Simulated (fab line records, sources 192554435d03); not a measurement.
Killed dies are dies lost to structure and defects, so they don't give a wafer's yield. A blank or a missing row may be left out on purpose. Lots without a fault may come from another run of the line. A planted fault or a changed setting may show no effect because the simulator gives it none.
Split-lot experiment | flow n5_finfet | 7 lots, 21 wafers read, on a route of 1938 steps

THE SPLIT
At N5_BEOL_M11_COAT_64 (time 60 s, resist thk 30 nm), the setting spin_rpm was moved away from the recipe's 1500 rpm on 8 of the 21 wafers read, by -5.7% to +10.9%. The other wafers ran this setting at the recipe's value.

FROM THE SPLIT TO THE READING: what the file shows between them, 3 steps
- N5_BEOL_M11_COAT_22: resist thk 90 nm
- N5_BEOL_M11_EBR_24
- N5_BEOL_M11_DESCUM_33: chemistry O2, time 7.9 s

THE READING
CAR-ArF_of_BEOL_M11_COAT_22.thk_nm (the simulator's own value, which no gauge read), in nm, at N5_BEOL_M11_ETCH_65 (etches SiARC in CF4, target depth 39 nm, time 65 s). The file gives no usual value for it. The 13 wafers here that ran the recipe average 55.4 nm, standard deviation 0.19 nm.

wafer  | tool, chamber at the split | spin_rpm as run, rpm | against the recipe | CAR-ArF_of_BEOL_M11_COAT_22.thk_nm, nm | against lot-mates on the recipe
L079.2 | litho_track-02, 0          | 1500                 | recipe             | 55.2                                   | -
L079.3 | litho_track-02, 0          | 1433                 | -4.5%              | 54.8                                   | -0.4
L079.5 | litho_track-02, 0          | 1433                 | -4.5%              | 54.8                                   | -0.4
L078.1 | litho_track-04, 0          | 1631                 | +8.7%              | 56.8                                   | +1.6
L078.3 | litho_track-04, 0          | 1500                 | recipe             | 55.2                                   | -
L078.6 | litho_track-04, 0          | 1500                 | recipe             | 55.2                                   | -
L082.2 | litho_track-02, 0          | 1500                 | recipe             | 55.4                                   | -
L082.3 | litho_track-02, 0          | 1500                 | recipe             | 55.6                                   | -
L082.4 | litho_track-02, 0          | 1428                 | -4.8%              | 55.2                                   | -0.3
L091.1 | litho_track-03, 0          | 1500                 | recipe             | 55.6                                   | -
L091.2 | litho_track-03, 0          | 1500                 | recipe             | 55.2                                   | -
L091.6 | litho_track-03, 0          | 1500                 | recipe             | 55.6                                   | -
L094.1 | litho_track-03, 0          | 1437                 | -4.2%              | 55                                     | -0.4
L094.4 | litho_track-03, 0          | 1437                 | -4.2%              | 55                                     | -0.4
L094.5 | litho_track-03, 0          | 1500                 | recipe             | 55.4                                   | -
L095.1 | litho_track-03, 0          | 1500                 | recipe             | 55.4                                   | -
L095.2 | litho_track-03, 0          | 1500                 | recipe             | 55.6                                   | -
L095.6 | litho_track-03, 0          | 1664                 | +10.9%             | 56.8                                   | +1.3
L097.2 | litho_track-02, 0          | 1414                 | -5.7%              | 54.8                                   | -0.8
L097.4 | litho_track-02, 0          | 1500                 | recipe             | 55.4                                   | -
L097.5 | litho_track-02, 0          | 1500                 | recipe             | 55.8                                   | -

THE FIT
A straight line over all 21 wafers: CAR-ArF_of_BEOL_M11_COAT_22.thk_nm changes by +0.126 nm for each +1% of spin_rpm; r = +0.94; the points scatter about the line by 0.19 nm.
The same after taking each lot's own level away (the mean of its wafers on the recipe; 21 wafers): +0.127 nm for each +1%; r = +0.95; scatter 0.18 nm.
On that fit, the largest move of spin_rpm shifts the reading by 1.4 nm.
The lots' own levels span 55.20 to 55.60 nm, that is 2.1 times the standard deviation above.
So the lot-to-lot level changes the slope little: the two slopes agree.
Check: with one of the wafers moved furthest among these (+10.9%) left out of the fit, the line predicts +1.57 nm for it against its lot-mates. It came out at +1.3 nm against them.

OTHER SPLITS ON THESE WAFERS
These wafers also went through other splits before the reading. Each is held against what the fit with the lots' levels taken away leaves over:
other split on the same wafers    | wafers away from the commonest value | r with CAR-ArF_of_BEOL_M11_COAT_22.thk_nm (lot level and that fit taken away)
N5_BEOL_M7_HM_DEP_02 target_thk_a | 7                                    | -0.23
N5_BEOL_M8_ETCH_62 source_w       | 6                                    | -0.13
N5_BEOL_M8_COAT_22 spin_rpm       | 4                                    | -0.11
N5_BEOL_M8_TRENCH_ETCH_37 bias_w  | 8                                    | +0.34
N5_BEOL_M10_COAT_63 spin_rpm      | 6                                    | -0.36
N5_BEOL_M10_EXPOSE_25 dose_mj     | 5                                    | -0.34

THE WHOLE CHAIN: every reading that the file lists as answering this split, in the file's order
step                | what it does                                       | reading                                                                             | change (the file's fit)               | r (the file's)
N5_BEOL_M11_COAT_64 | time 60 s, resist thk 30 nm                        | SiARC_of_BEOL_M11_COAT_64.thk_nm (the simulator's own value, which no gauge read)   | -0.152 nm for each +1% of the setting | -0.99
N5_BEOL_M11_ETCH_65 | etches SiARC in CF4, target depth 39 nm, time 65 s | etch.depth_nm (the simulator's own value, which no gauge read)                      | -0.144 nm for each +1% of the setting | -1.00
N5_BEOL_M11_ETCH_65 | etches SiARC in CF4, target depth 39 nm, time 65 s | CAR-ArF_of_BEOL_M11_COAT_22.thk_nm (the simulator's own value, which no gauge read) | +0.13 nm for each +1% of the setting  | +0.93

THE FILE'S OWN FIT
CAR-ArF_of_BEOL_M11_COAT_22.thk_nm changes by +0.13 nm for each +1% of spin_rpm, r = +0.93.
